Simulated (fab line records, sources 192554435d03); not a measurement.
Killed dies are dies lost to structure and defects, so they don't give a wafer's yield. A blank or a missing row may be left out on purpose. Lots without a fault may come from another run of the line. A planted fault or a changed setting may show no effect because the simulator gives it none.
Chamber matching | flow n5_finfet | N5_MOL_CONTACT_COAG_STRIP_98 on rie_diel-02: 4 sister chambers
The step strips in N2/H2. 14 wafers are shown with their chamber, then 7 later ones without.

WAFERS WITH THEIR CHAMBER
wafer  | chamber | showerhead_plenum_p_Torr (Torr) | drypump_motor_current_A (A) | throttle_valve_pct (%)
L077.1 | 1       | 3.25                            | 5.7                         | 18.8
L077.3 | 3       | 3.48                            | 5.7                         | 19.1
L077.5 | 0       | 3.34                            | 5.3                         | 18.9
L083.1 | 0       | 3.34                            | 5.3                         | 18.8
L083.5 | 2       | 3.20                            | 5.9                         | 19.4
L083.6 | 1       | 3.24                            | 5.6                         | 18.9
L084.1 | 1       | 3.24                            | 5.7                         | 18.8
L084.3 | 0       | 3.34                            | 5.3                         | 18.9
L084.6 | 0       | 3.33                            | 5.3                         | 18.9
L085.1 | 3       | 3.47                            | 5.7                         | 19.2
L085.2 | 1       | 3.24                            | 5.7                         | 18.9
L085.6 | 2       | 3.20                            | 5.9                         | 19.4
L086.3 | 3       | 3.47                            | 5.7                         | 19.2
L086.4 | 0       | 3.33                            | 5.3                         | 18.9

SIGNATURES (means of the wafers above)
reading                  | chamber 0 | chamber 1 | chamber 2 | chamber 3 | scatter within a chamber
showerhead_plenum_p_Torr | 3.3360    | 3.2425    | 3.2000    | 3.4733    | 0.00512
drypump_motor_current_A  | 5.300     | 5.675     | 5.900     | 5.700     | 0.0274
throttle_valve_pct       | 18.880    | 18.850    | 19.400    | 19.167    | 0.0497
Rule: a wafer's distance from a chamber is the root of the sum, over the readings, of the square of ((its reading less the chamber's mean) divided by the reading's scatter). The wafer belongs to the nearest chamber; if the next one is less than 2 further off, it can't be placed. The scatter: the root of (the sum of the squares of (reading less its chamber's mean) over the shown wafers, divided by (wafers less chambers)).

WAFERS WITHOUT THEIR CHAMBER
wafer  | showerhead_plenum_p_Torr (Torr) | drypump_motor_current_A (A) | throttle_valve_pct (%)
L086.5 | 3.19                            | 5.9                         | 19.4
L087.3 | 3.33                            | 5.3                         | 18.9
L087.5 | 3.33                            | 5.3                         | 18.9
L087.6 | 3.47                            | 5.7                         | 19.2
L097.1 | 3.23                            | 5.7                         | 18.9
L097.2 | 3.32                            | 5.3                         | 18.9
L097.3 | 3.18                            | 5.9                         | 19.4

WHICH CHAMBER EACH WENT THROUGH
wafer  | from the rows above | in truth
L086.5 | 2                   | 2
L087.3 | 0                   | 0
L087.5 | 0                   | 0
L087.6 | 3                   | 3
L097.1 | 1                   | 1
L097.2 | 0                   | 0
L097.3 | 2                   | 2
Placed correctly: 7 of 7. Can't be placed from these rows: 0. Placed wrongly: 0.
